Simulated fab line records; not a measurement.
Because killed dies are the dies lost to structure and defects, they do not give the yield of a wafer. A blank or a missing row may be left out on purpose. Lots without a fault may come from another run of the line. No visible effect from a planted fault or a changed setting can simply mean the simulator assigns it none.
fab line records	flow n5_finfet
record: lots: 6	wafers: 18	last_day: 18
route steps=1938 shown BEOL_M7@1278
lots that met no fault: taken from a fault-free run of the same line
start_h: hours from the record's first day to the start of the lot's first wafer shown	wait_h: hours from the lot's prior step to this one	" as in the row above	L1.1+2: a row that stands for several wafers	- value missing, or start not given	* or withheld: withheld	< > ~ a bound
route shown NAME@n: a module of which the file shows steps, and the number in the route of the first	usual: the fault-free wafers' mean and standard deviation	same: alike in all rows	chamber/n: place in a boat	sites: the reading at each site	_std_site: standard deviation across them	_edge_site: mean of outer sites minus mean of inner sites	radius_mm: how far each site lies from the wafer's centre	mask NAME#n: copy n	behind: tool/chamber where the wafer was last shaped	hold: cause of the lot's hold/its duration in hours/its outcome	device: transistor that didn't switch, given as n, p or np	end of line: the same wafers' tests at the end of the route	a step with no rows: only its recipe	killed: count of dies lost to structure and defects at first sort (not the wafer's yield)	map: per-die view of a wafer (x killed, . not killed, _ where there is no die)
set.NAME: the run value of the setting; set.NAME@STEP: its run value at that earlier step	model.NAME: the simulator's own value behind a step, which no gauge read
lots seen at some steps along the route; tables by step, rows by wafer
services: the hour from which a tool's chamber was out of use, counted from the record's first day as start_h (under 0 if before that day), plus the number of hours and why
== steps ==
step: N5_BEOL_M7_INSPECT_13
recipe: mode: adi	inspect_instrument: brightfield
usual: raw_defect_count: 396/96
lot.wafer	tool	chamber	start_h	wait_h	raw_defect_count
L763.1	defect_inspect-01	-	205.29	0.0	344
L763.4	"	-	"	"	324
L763.6	"	-	"	"	323
L766.1	defect_inspect-01	-	232.48	0.0	342
L766.5	"	-	"	"	339
L766.6	"	-	"	"	380
L765.3	defect_inspect-02	-	236.07	0.0	414
L765.4	"	-	"	"	300
L765.6	"	-	"	"	426
L778.1	defect_inspect-02	-	305.93	0.0	366
L778.3	"	-	"	"	343
L778.5	"	-	"	"	598
L781.2	defect_inspect-02	-	329.29	0.0	229
L781.4	"	-	"	"	266
L781.6	"	-	"	"	200
L782.2	defect_inspect-02	-	335.24	0.0	398
L782.4	"	-	"	"	373
L782.6	"	-	"	"	470
step: N5_BEOL_M7_DESCUM_16
recipe: chemistry: O2	time_s: 7.9	source_power_w: 50	bias_power_w: 20	pressure_mtorr: 20	rf_frequency_hz: 2.712e+07	temp_c: 40	resist: CAR-ArF	o2_flow_sccm: 225
step: N5_BEOL_M7_ETCH_61
recipe: chemistry: CF4	target: SiARC	target_depth_a: 455	mask_material: CAR-ArF	time_s: 75.8	ion_energy_ev: 80	pressure_mtorr: 40	source_w: 545	bias_w: 36	Ar_flow_sccm: 100	cf4_flow_sccm: 100	ends: cleared
step: N5_BEOL_M7_ETCH_62
recipe: chemistry: N2/H2	target: SOC	target_depth_a: 1100	overetch_a: 220	mask_material: SiARC	temp_c: 40	time_s: 165	ion_energy_ev: 200	pressure_mtorr: 30	source_w: 840	bias_w: 150	n2_flow_sccm: 200	h2_flow_sccm: 200
usual: drypump_motor_current_A: 5.4/0.51	oes_product_au: 0.64/0.065	rf_vpp_V: 523/3.1	showerhead_plenum_p_Torr: 2.51/0.11	throttle_valve_pct: 17.81/0.2
lot.wafer	tool	chamber	start_h	wait_h	drypump_motor_current_A	oes_product_au	rf_hours_counter_h	rf_vpp_V	showerhead_plenum_p_Torr	throttle_valve_pct
L763.1	rie_diel-06	1	205.53	0.0	5.0	0.64	151	521	2.44	17.83
L763.4	"	2	"	"	5.0	0.63	162	520	2.43	17.79
L763.6	"	3	"	"	5.6	0.57	-	519	2.40	17.89
L766.1	rie_diel-01	1	232.60	0.0	4.7	0.59	207	525	2.62	18.05
L766.5	"	2	"	"	6.3	0.61	-	524	2.53	17.69
L766.6	"	1	"	"	4.7	0.59	-	525	2.62	18.04
L765.3	rie_diel-01	1	236.20	0.0	4.7	0.59	208	527	2.62	18.05
L765.4	"	0	"	"	5.4	0.66	-	519	2.34	17.62
L765.6	"	1	"	"	4.7	0.59	-	527	2.62	18.05
L778.1	rie_diel-01	3	306.25	0.0	5.7	0.81	11	524	2.50	17.59
L778.3	"	2	"	"	6.3	0.59	201	523	2.51	17.71
L778.5	"	0	"	"	5.4	0.63	-	518	2.33	17.68
L781.2	rie_diel-06	0	329.65	0.0	5.6	0.59	204	523	2.52	18.32
L781.4	"	2	"	"	5.0	0.60	203	520	2.42	17.87
L781.6	"	1	"	"	5.0	0.62	-	522	2.42	17.88
L782.2	rie_diel-06	1	335.36	0.0	4.9	0.61	196	520	2.42	17.89
L782.4	"	3	"	"	5.6	0.78	18	528	2.71	17.54
L782.6	"	3	"	"	5.6	0.78	-	529	2.71	17.55
step: N5_BEOL_M7_STRIP_68
recipe: chemistry: N2/H2	temp_c: 40	n2_flow_sccm: 200	h2_flow_sccm: 200	rf_frequency_hz: 6e+07
step: N5_BEOL_M7_STRIP_67
recipe: chemistry: CF4	resist: SiARC	power_w: 300	bias_power_w: 75	pressure_mtorr: 50	cf4_flow_sccm: 150	rf_frequency_hz: 6e+07
usual: drypump_motor_current_A: 5.4/0.51	oes_product_au: 0.76/0.077	rf_vpp_V: 270.6/2	showerhead_plenum_p_Torr: 1.77/0.069	throttle_valve_pct: 13.58/0.23
lot.wafer	tool	chamber	start_h	wait_h	drypump_motor_current_A	oes_product_au	rf_hours_counter_h	rf_vpp_V	showerhead_plenum_p_Torr	throttle_valve_pct
L763.1	rie_diel-06	1	205.68	0.0	4.9	0.76	152	269.4	1.73	13.65
L763.4	"	2	"	"	5.0	0.75	162	270.0	1.73	13.63
L763.6	"	3	"	"	5.6	0.67	-	270.3	1.70	13.61
L766.1	rie_diel-01	1	232.75	0.0	4.7	0.69	207	272.2	1.85	13.86
L766.5	"	2	"	"	6.3	0.72	-	270.5	1.78	13.50
L766.6	"	1	"	"	4.7	0.69	-	271.8	1.85	13.85
L765.3	rie_diel-01	1	236.34	0.0	4.7	0.69	208	271.4	1.85	13.87
L765.4	"	0	"	"	5.4	0.77	-	267.9	1.67	13.40
L765.6	"	1	"	"	4.7	0.69	-	272.7	1.85	13.86
L778.1	rie_diel-01	3	306.39	0.0	5.7	0.94	11	269.2	1.77	13.23
L778.3	"	2	"	"	6.3	0.70	201	271.5	1.78	13.57
L778.5	"	0	"	"	5.4	0.74	-	266.5	1.66	13.47
L781.2	rie_diel-06	0	329.80	0.0	5.5	0.69	204	269.7	1.78	13.95
L781.4	"	2	"	"	5.0	0.71	203	268.9	1.72	13.74
L781.6	"	1	"	"	5.0	0.73	-	268.5	1.72	13.76
L782.2	rie_diel-06	1	335.51	0.0	5.0	0.73	196	270.6	1.72	13.75
L782.4	"	3	"	"	5.5	0.92	18	272.6	1.90	13.13
L782.6	"	3	"	"	5.6	0.93	-	274.2	1.90	13.13
step: N5_BEOL_M7_HM_OPEN_17
recipe: chemistry: Cl2/BCl3	target_depth_a: 200	overetch_a: 60	target: TiN	mask_material: SOC	ion_energy_ev: 150	pressure_mtorr: 10	icp_w: 1000	bias_w: 126	Cl2_flow_sccm: 53.25	bcl3_flow_sccm: 21.75	Ar_flow_sccm: 25
usual: drypump_motor_current_A: 5.6/0.4	mfc_ar_sccm: 24.99/0.076	oes_product_au: 0.67/0.067	throttle_valve_pct: 22.28/0.21
lot.wafer	tool	chamber	start_h	wait_h	drypump_motor_current_A	mfc_ar_sccm	oes_product_au	rf_hours_counter_h	throttle_valve_pct
L763.1	rie_metal-03	0	205.72	0.0	5.5	25.07	0.64	57	22.31
L763.4	"	0	"	"	5.5	25.02	0.64	-	22.33
L763.6	"	0	"	"	5.5	25.04	0.64	-	22.32
L766.1	rie_metal-01	1	232.79	0.0	5.8	25.17	0.58	87	22.40
L766.5	"	1	"	"	5.7	24.98	0.58	-	22.39
L766.6	"	0	"	"	5.2	24.96	0.77	-	22.45
L765.3	rie_metal-02	0	236.42	0.1	5.2	24.96	0.72	-	21.97
L765.4	"	1	"	"	6.3	24.89	0.70	-	21.95
L765.6	"	1	"	"	6.3	25.05	0.70	-	21.97
L778.1	rie_metal-02	1	306.43	0.0	6.3	24.94	0.68	33	21.98
L778.3	"	1	"	"	6.3	24.94	0.68	-	21.97
L778.5	"	0	"	"	5.2	25.03	0.71	-	21.97
L781.2	rie_metal-01	0	329.84	0.0	5.2	24.88	0.75	14	22.44
L781.4	"	1	"	"	5.8	25.16	0.57	-	22.41
L781.6	"	1	"	"	5.7	25.15	0.58	-	22.38
L782.2	rie_metal-01	0	335.55	0.0	5.2	25.07	0.76	15	22.44
L782.4	"	1	"	"	5.8	25.02	0.57	-	22.41
L782.6	"	1	"	"	5.7	24.94	0.57	-	22.39
step: N5_BEOL_M7_STRIP_19
recipe: chemistry: O2	power_w: 400	temp_c: 40	pressure_mtorr: 30	rf_frequency_hz: 6e+07	bias_power_w: 0	overash_fraction: 0.2	o2_flow_sccm: 225
step: N5_BEOL_M7_CD_MEAS_18
recipe: pitch_nm: 80	target_cd_nm: 40
usual: cd_nm: 40.0/0.48
lot.wafer	tool	chamber	start_h	wait_h	cd_nm
L763.1	cd_sem-01	-	205.90	0.0	39.8
L763.4	"	-	"	"	39.4
L763.6	"	-	"	"	39.5
L766.1	cd_sem-01	-	233.00	0.0	39.7
L766.5	"	-	"	"	39.9
L766.6	"	-	"	"	39.5
L765.3	cd_sem-01	-	236.58	0.1	40.1
L765.4	"	-	"	"	39.5
L765.6	"	-	"	"	40.2
L778.1	cd_sem-03	-	306.62	0.0	40.6
L778.3	"	-	"	"	40.9
L778.5	"	-	"	"	40.4
L781.2	cd_sem-02	-	330.03	0.1	39.9
L781.4	"	-	"	"	40.3
L781.6	"	-	"	"	39.6
L782.2	cd_sem-03	-	335.73	0.1	40.1
L782.4	"	-	"	"	39.5
L782.6	"	-	"	"	39.9
step: N5_BEOL_M7_COAT_63
recipe: resist: SOC	temp_c: 250	time_s: 60	spin_rpm: 1500	resist_thk_nm: 60
step: N5_BEOL_M7_COAT_64
recipe: resist: SiARC	temp_c: 220	time_s: 60	spin_rpm: 1500	resist_thk_nm: 12
step: N5_BEOL_M7_COAT_71
recipe: resist: underlayer	temp_c: 205	time_s: 60	spin_rpm: 1500	resist_thk_nm: 5
step: N5_BEOL_M7_COAT_22
recipe: resist: CAR-EUV	spin_rpm: 1500	resist_thk_nm: 30
usual: spin_speed_rpm: 1500.0/0.97
lot.wafer	tool	chamber	start_h	wait_h	spin_speed_rpm	model.CAR-EUV_of_BEOL_M7_COAT_22.thk_nm
L763.1	litho_track-04	0	205.95	-	1498.4	30
L763.4	"	0	"	"	1499.0	30
L763.6	"	0	"	"	1500.8	30
L766.1	litho_track-03	0	233.90	-	1501.0	30
L766.5	"	0	"	"	1500.6	30
L766.6	"	0	"	"	1502.2	30
L765.3	litho_track-04	0	236.62	-	1497.5	30
L765.4	"	0	"	"	1499.6	30
L765.6	"	0	"	"	1501.4	30
L778.1	litho_track-03	0	306.72	-	1373.3	31.6
L778.3	"	0	"	"	1373.4	31.6
L778.5	"	0	"	"	1373.0	31.6
L781.2	litho_track-03	0	330.79	-	1373.1	31.4
L781.4	"	0	"	"	1373.5	31.4
L781.6	"	0	"	"	1372.5	31.4
L782.2	litho_track-04	0	336.40	-	1499.5	30.2
L782.4	"	0	"	"	1499.1	30.2
L782.6	"	0	"	"	1497.3	30
step: N5_BEOL_M7_EBR_24
recipe: solvent: PGMEA	ebr_width_mm: 1.5
step: N5_BEOL_M7_SOFTBAKE_23
recipe: temp_c: 110	time_s: 60	resist: CAR-EUV
step: N5_BEOL_M7_EXPOSE_25
recipe: mask_id: V6	na: 0.33	source_shape: annular	sigma_inner: 0.4	sigma_outer: 0.8	polarization: unpolarized	target_cd_nm: 40	dose_mj: 42.5
step: N5_BEOL_M7_PEB_26
recipe: peb_temp_c: 100	peb_time_s: 60	resist: CAR-EUV
step: N5_BEOL_M7_DEVELOP_27
recipe: develop_time_s: 30	developer: TMAH	resist: CAR-EUV	rinse_liquid: surfactant_rinse	dry: air_spin	dev_temp_c: 23
step: N5_BEOL_M7_CD_MEAS_28
recipe: target_cd_nm: 40	landing_energy_ev: 500	detector: se_inlens
usual: cd_nm: 39.98/0.24
same: landing_energy_ev: 500
lot.wafer	tool	chamber	start_h	wait_h	cd_nm
L763.1	cd_sem-01	0	206.22	-	39.85
L763.4	"	0	"	"	40.43
L763.6	"	0	"	"	39.57
L766.1	cd_sem-01	0	234.31	-	40.11
L766.5	"	0	"	"	39.82
L766.6	"	0	"	"	40.35
L765.3	cd_sem-03	0	237.01	-	39.92
L765.4	"	0	"	"	40.00
L765.6	"	0	"	"	39.77
L778.1	cd_sem-03	0	306.98	-	39.80
L778.3	"	0	"	"	40.26
L778.5	"	0	"	"	39.92
L781.2	cd_sem-03	0	331.06	-	40.00
L781.4	"	0	"	"	39.99
L781.6	"	0	"	"	39.81
L782.2	cd_sem-03	0	336.67	-	39.94
L782.4	"	0	"	"	40.30
L782.6	"	0	"	"	40.37
step: N5_BEOL_M7_OVL_MEAS_29
recipe: points_per_wafer: 522
usual: V6_OVL: -0.1/0.74
lot.wafer	tool	chamber	start_h	wait_h	V6_OVL[nm]
L763.1	overlay-02	0	206.25	0.0	0.5
L763.4	"	0	"	"	-0.4
L763.6	"	0	"	"	0.0
L766.1	overlay-01	0	234.35	0.0	0.1
L766.5	"	0	"	"	1.0
L766.6	"	0	"	"	0.9
L765.3	overlay-01	0	237.05	0.0	0.6
L765.4	"	0	"	"	0.6
L765.6	"	0	"	"	0.6
L778.1	overlay-01	0	307.01	0.0	-1.0
L778.3	"	0	"	"	0.2
L778.5	"	0	"	"	0.1
L781.2	overlay-01	0	331.09	0.0	-0.2
L781.4	"	0	"	"	-0.8
L781.6	"	0	"	"	-0.7
L782.2	overlay-02	0	336.70	0.0	-0.2
L782.4	"	0	"	"	-0.5
L782.6	"	0	"	"	-0.1
step: N5_BEOL_M7_INSPECT_30
recipe: mode: adi	inspect_instrument: brightfield
usual: raw_defect_count: 398/94
lot.wafer	tool	chamber	start_h	wait_h	raw_defect_count
L763.1	defect_inspect-02	-	206.31	0.1	369
L763.4	"	-	"	"	341
L763.6	"	-	"	"	329
L766.1	defect_inspect-01	-	234.40	0.1	327
L766.5	"	-	"	"	362
L766.6	"	-	"	"	399
L765.3	defect_inspect-02	-	237.10	0.0	401
L765.4	"	-	"	"	299
L765.6	"	-	"	"	435
L778.1	defect_inspect-02	-	307.07	0.1	362
L778.3	"	-	"	"	358
L778.5	"	-	"	"	599
L781.2	defect_inspect-02	-	331.14	0.0	225
L781.4	"	-	"	"	262
L781.6	"	-	"	"	209
L782.2	defect_inspect-02	-	336.75	0.0	409
L782.4	"	-	"	"	360
L782.6	"	-	"	"	471
step: N5_BEOL_M7_DESCUM_33
recipe: chemistry: O2	time_s: 7	source_power_w: 50	bias_power_w: 20	pressure_mtorr: 20	rf_frequency_hz: 2.712e+07	temp_c: 40	resist: CAR-EUV	o2_flow_sccm: 225
step: N5_BEOL_M7_ETCH_72
recipe: chemistry: N2/H2	target: underlayer	target_depth_a: 65	mask_material: CAR-EUV	time_s: 5.2	ion_energy_ev: 200	pressure_mtorr: 30	source_w: 840	bias_w: 150	n2_flow_sccm: 200	h2_flow_sccm: 200	ends: cleared
usual: drypump_motor_current_A: 5.5/0.51	etch_rf_on_time_s: 5.19/0.073	oes_product_au: 0.65/0.058	rf_vpp_V: 523/3.4	showerhead_plenum_p_Torr: 2.51/0.11	throttle_valve_pct: 17.80/0.16
lot.wafer	tool	chamber	start_h	wait_h	drypump_motor_current_A	etch_rf_on_time_s	oes_product_au	rf_hours_counter_h	rf_vpp_V	showerhead_plenum_p_Torr	throttle_valve_pct
L763.1	rie_diel-06	0	206.37	0.0	5.6	5.37	0.61	165	524	2.54	18.24
L763.4	"	3	"	"	5.6	5.29	0.56	238	520	2.40	17.92
L763.6	"	3	"	"	5.6	5.33	0.57	-	518	2.40	17.92
L766.1	rie_diel-02	1	234.47	0.0	6.3	5.10	0.66	165	517	2.44	17.74
L766.5	"	0	"	"	5.3	5.11	0.73	-	528	2.69	17.61
L766.6	"	3	"	"	5.9	5.12	0.66	-	523	2.54	17.76
L765.3	rie_diel-01	1	237.29	0.0	4.7	5.30	0.59	-	526	2.62	18.07
L765.4	"	0	"	"	5.4	5.15	0.67	-	516	2.34	17.67
L765.6	"	1	"	"	4.7	5.24	0.60	-	524	2.62	18.07
L778.1	rie_diel-02	2	307.14	0.0	5.1	5.20	0.62	199	519	2.42	17.88
L778.3	"	3	"	"	5.9	5.16	0.65	177	524	2.53	17.82
L778.5	"	1	"	"	6.3	5.13	0.64	-	521	2.43	17.78
L781.2	rie_diel-06	1	331.48	0.0	4.9	5.17	0.62	195	520	2.42	17.92
L781.4	"	0	"	"	5.5	5.30	0.60	205	525	2.52	18.33
L781.6	"	1	"	"	4.9	5.17	0.62	-	521	2.42	17.92
L782.2	rie_diel-02	1	336.82	0.0	6.3	5.27	0.63	197	519	2.42	17.81
L782.4	"	2	"	"	5.1	5.28	0.60	207	518	2.41	17.89
L782.6	"	0	"	"	5.3	5.17	0.69	-	527	2.68	17.66
step: N5_BEOL_M7_ETCH_65
recipe: chemistry: CF4	target: SiARC	target_depth_a: 156	mask_material: CAR-EUV	time_s: 26	ion_energy_ev: 80	pressure_mtorr: 40	source_w: 545	bias_w: 36	Ar_flow_sccm: 100	cf4_flow_sccm: 100	ends: cleared
usual: drypump_motor_current_A: 5.5/0.52	etch_rf_on_time_s: 26.0/0.32	mfc_ar_sccm: 100.0/0.31	oes_product_au: 0.65/0.058	rf_vpp_V: 183.7/1.3	showerhead_plenum_p_Torr: 2.12/0.086	throttle_valve_pct: 15.55/0.2
lot.wafer	tool	chamber	start_h	wait_h	drypump_motor_current_A	etch_rf_on_time_s	mfc_ar_sccm	oes_product_au	rf_hours_counter_h	rf_vpp_V	showerhead_plenum_p_Torr	throttle_valve_pct	model.CAR-EUV_of_BEOL_M7_COAT_22.thk_nm
L763.1	rie_diel-06	0	206.39	0.0	5.5	26.6	99.6	0.61	165	182.8	2.14	15.94	11.2
L763.4	"	3	"	"	5.6	26.5	99.7	0.57	238	182.5	2.03	15.61	11
L763.6	"	3	"	"	5.6	26.3	99.8	0.58	-	183.5	2.03	15.62	11
L766.1	rie_diel-02	1	234.49	0.0	6.3	25.6	100.1	0.66	165	182.4	2.05	15.43	11
L766.5	"	0	"	"	5.3	25.8	99.9	0.72	-	185.1	2.26	15.28	11
L766.6	"	3	"	"	5.8	25.7	99.9	0.65	-	183.1	2.15	15.62	11.2
L765.3	rie_diel-01	1	237.32	0.0	4.7	25.9	100.2	0.59	-	184.3	2.21	15.91	11
L765.4	"	0	"	"	5.4	25.2	100.2	0.67	-	182.1	1.99	15.43	11.2
L765.6	"	1	"	"	4.7	25.8	100.4	0.60	-	185.1	2.21	15.88	11
L778.1	rie_diel-02	2	307.16	0.0	5.1	26.1	99.9	0.61	199	182.5	2.04	15.64	12.8
L778.3	"	3	"	"	5.9	25.9	99.9	0.63	177	183.2	2.14	15.66	12.6
L778.5	"	1	"	"	6.3	26.0	99.8	0.63	-	182.1	2.04	15.49	12.6
L781.2	rie_diel-06	1	331.49	0.0	4.9	25.7	99.8	0.62	195	182.0	2.05	15.76	12.4
L781.4	"	0	"	"	5.5	26.4	99.7	0.58	205	182.0	2.13	16.02	12.6
L781.6	"	1	"	"	5.0	25.7	100.1	0.63	-	182.1	2.05	15.75	12.6
L782.2	rie_diel-02	1	336.84	0.0	6.3	25.9	99.7	0.63	197	183.0	2.04	15.49	11.2
L782.4	"	2	"	"	5.1	26.3	100.0	0.60	207	184.3	2.04	15.66	11.2
L782.6	"	0	"	"	5.3	26.1	100.3	0.69	-	187.0	2.25	15.35	11.2
step: N5_BEOL_M7_ETCH_66
recipe: chemistry: N2/H2	target: SOC	target_depth_a: 800	overetch_a: 160	mask_material: SiARC	temp_c: 40	time_s: 120	ion_energy_ev: 200	pressure_mtorr: 30	source_w: 840	bias_w: 150	n2_flow_sccm: 200	h2_flow_sccm: 200
usual: drypump_motor_current_A: 5.5/0.52	oes_product_au: 0.58/0.049	rf_vpp_V: 523/3.1	showerhead_plenum_p_Torr: 2.51/0.11	throttle_valve_pct: 17.76/0.17
lot.wafer	tool	chamber	start_h	wait_h	drypump_motor_current_A	oes_product_au	rf_hours_counter_h	rf_vpp_V	showerhead_plenum_p_Torr	throttle_valve_pct
L763.1	rie_diel-06	0	206.42	0.0	5.5	0.55	165	523	2.54	18.23
L763.4	"	3	"	"	5.6	0.51	238	519	2.40	17.87
L763.6	"	3	"	"	5.6	0.52	-	520	2.40	17.90
L766.1	rie_diel-02	1	234.52	0.0	6.3	0.58	165	520	2.44	17.71
L766.5	"	0	"	"	5.2	0.65	-	529	2.69	17.57
L766.6	"	3	"	"	5.9	0.58	-	525	2.54	17.75
L765.3	rie_diel-01	1	237.39	0.1	4.7	0.53	-	526	2.62	18.03
L765.4	"	0	"	"	5.4	0.59	-	519	2.34	17.61
L765.6	"	1	"	"	4.7	0.53	-	527	2.62	18.03
L778.1	rie_diel-02	2	307.18	0.0	5.1	0.55	199	520	2.42	17.82
L778.3	"	3	"	"	5.9	0.57	177	524	2.53	17.79
L778.5	"	1	"	"	6.3	0.58	-	521	2.43	17.75
L781.2	rie_diel-06	1	331.52	0.0	5.0	0.56	195	521	2.42	17.87
L781.4	"	0	"	"	5.5	0.53	205	524	2.52	18.27
L781.6	"	1	"	"	5.0	0.56	-	520	2.42	17.86
L782.2	rie_diel-02	1	336.87	0.0	6.3	0.57	197	521	2.42	17.76
L782.4	"	2	"	"	5.0	0.55	208	520	2.41	17.83
L782.6	"	0	"	"	5.2	0.63	-	528	2.68	17.63
== services ==
tool	chamber	start_h	hours	kind
rie_metal-02	1	187.87	1.7	repair
rie_metal-03	0	215.64	3.2	repair
rie_metal-02	0	223.35	4.1	repair
rie_metal-03	0	224.56	9.9	repair
rie_diel-01	2	235.65	2.4	repair
rie_diel-01	3	236.99	5.4	repair
rie_diel-01	3	242.70	-	clean
rie_diel-01	3	242.70	-	consumable_replace:esc
rie_diel-01	3	242.70	-	consumable_replace:focus_ring
rie_diel-01	3	242.70	18.6	scheduled_down
rie_diel-06	3	247.21	-	clean
rie_diel-06	3	247.21	-	consumable_replace:focus_ring
rie_diel-06	3	247.21	-	consumable_replace:showerhead
rie_diel-06	3	247.21	23.3	scheduled_down
rie_diel-06	3	247.21	23.3	vent_cycle
rie_metal-02	0	258.04	13.5	repair
rie_metal-01	0	262.30	15.0	repair
rie_metal-02	1	266.37	16.0	repair
rie_metal-03	-	271.82	0.6	repair
rie_diel-01	0	277.94	1.8	repair
rie_diel-01	3	279.67	7.2	repair
rie_metal-02	-	290.29	1.9	repair
rie_diel-02	3	292.71	8.2	repair
rie_diel-02	2	316.58	4.0	repair
== key ==
first_sign: step: N5_BEOL_M7_COAT_22	reading: spin_speed_rpm	direction: down	sigmas: 99+	usual: *	struck: *
effect none on later readings
model_effect: step: N5_BEOL_M7_COAT_22	value: CAR-EUV_of_BEOL_M7_COAT_22.thk_nm	without: 30.1	struck: 31.5
model_effect: step: N5_BEOL_M7_ETCH_65	value: CAR-EUV_of_BEOL_M7_COAT_22.thk_nm	without: 11.27	struck: 12.6
met_at N5_BEOL_M7_COAT_22
struck_wafers L778.1,L778.3,L778.5,L781.2,L781.4,L781.6
onset_between 233.90 306.72
fault: kind: process_parameter_drift	tool: litho_track-03	chamber: -	onset_h: 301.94	steps: N5_BEOL_M7_COAT_22	channel: spin_rpm	offset: *	shape: step	end_h: 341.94	acts_in: *	stated: *
